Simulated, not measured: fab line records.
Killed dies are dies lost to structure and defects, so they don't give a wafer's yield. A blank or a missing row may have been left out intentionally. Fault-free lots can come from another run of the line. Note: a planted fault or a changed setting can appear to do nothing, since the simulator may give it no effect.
A lot that was struck, set against a sound lot ; flow nand-harc ; 14 steps out of a route of 1159
Sound: wafers L995.2, L995.3, L995.5. The struck wafers were L101.3, L101.4, L101.5. At the end, the cause is stated.
Each step with rows lists, per side, the tool, then ch with its chambers, then its first start. Under that, the readings that differ: sound wafers ; struck wafers ; difference of the means ; sigmas: that difference in standard deviations of wafers without a fault.
alike: readings whose means differ by less than 2 such deviations, and words and numbers that are the same on both sides. not compared: withheld readings, readings that some wafer has no value for, bounds like >300 that may hide the same value, and numbers for which the record gives no deviation and whose values overlap.
The two part at a step that has a row with sigmas, a row that says differs or no value, or rows on one side only. Non-overlapping numbers with no deviation appear without sigmas and do not part them. A reading that every wafer of one side lacks parts them only if that side has two wafers or more.

NHARC_A_SOURCE_PLATE_THK_MEAS_09: measures by ellipsometry.
  sound: film-metro-02 at day 7 20:50; struck: film-metro-02 at day 8 23:11
  alike: thk-nm
then, 3 steps without rows for these wafers: NHARC_A_SOURCE_PLATE_PVD_04 (deposits WSi2, target thk 50 nm); NHARC_A_SOURCE_PLATE_CVD_03 (deposits poly-Si, target thk 200 nm, time 4000 s); NHARC_A_SOURCE_PLATE_ANNEAL_05 (time 1800 s).
NHARC_A_SOURCE_PLATE_THK_MEAS_06: measures by ellipsometry.
  sound: film-metro-01 at day 8 10:26; struck: film-metro-02 at day 9 12:39
  alike: thk-nm
NHARC_A_SOURCE_PLATE_INSPECT_08:
  sound: defect-inspect-02 at day 8 10:30; struck: defect-inspect-02 at day 9 12:43
  alike: raw-defect-count
after that, 1 step with no rows for these wafers: NHARC_A_ONON_D1_DEP_00 (target thk 1000 nm).
NHARC_A_ONON_D1_THK_MEAS_02: measures by ellipsometry.
  sound: film-metro-01 at day 8 11:05; struck: film-metro-01 at day 9 13:17
  alike: thk-nm
after that, 1 step with no rows for these wafers: NHARC_A_ONON_D1_DEP_03 (target thk 1000 nm).
NHARC_A_ONON_D1_THK_MEAS_05: measures by ellipsometry.
  sound: film-metro-02 at day 8 11:39; struck: film-metro-02 at day 9 13:52
  alike: thk-nm
NHARC_A_ONON_D1_DEP_06: target thk 1000 nm.
  sound on pecvd-onon-04 ch 0, day 8 11:46; struck on pecvd-onon-04 ch 0, day 9 14:02
NHARC_A_ONON_D1_THK_MEAS_08: measures by ellipsometry.
  sound: film-metro-02 at day 8 12:13; struck: film-metro-01 at day 9 14:26
reading;sound;struck;difference;sigmas
thk-nm (nm);994 992 993;1528 1529 1528;+535;+58
after that, 1 step with no rows for these wafers: NHARC_A_ONON_D1_DEP_09 (target thk 1000 nm).
-- record jumps: 13 days between struck wafers' starts before vs after; left off in module A_ONON_D1, resumes in module END, first step shown is number 1159 of the route --
NHARC_END_SORT_01:
  here the record holds rows for the struck wafers (prober-01 ch 0, day 22 02:55) but none for the sound ones

WHERE THEY PART
Last at NHARC_END_SORT_01 as far as this record goes, first at NHARC_A_ONON_D1_THK_MEAS_08.

WHY: whatever the simulator had introduced
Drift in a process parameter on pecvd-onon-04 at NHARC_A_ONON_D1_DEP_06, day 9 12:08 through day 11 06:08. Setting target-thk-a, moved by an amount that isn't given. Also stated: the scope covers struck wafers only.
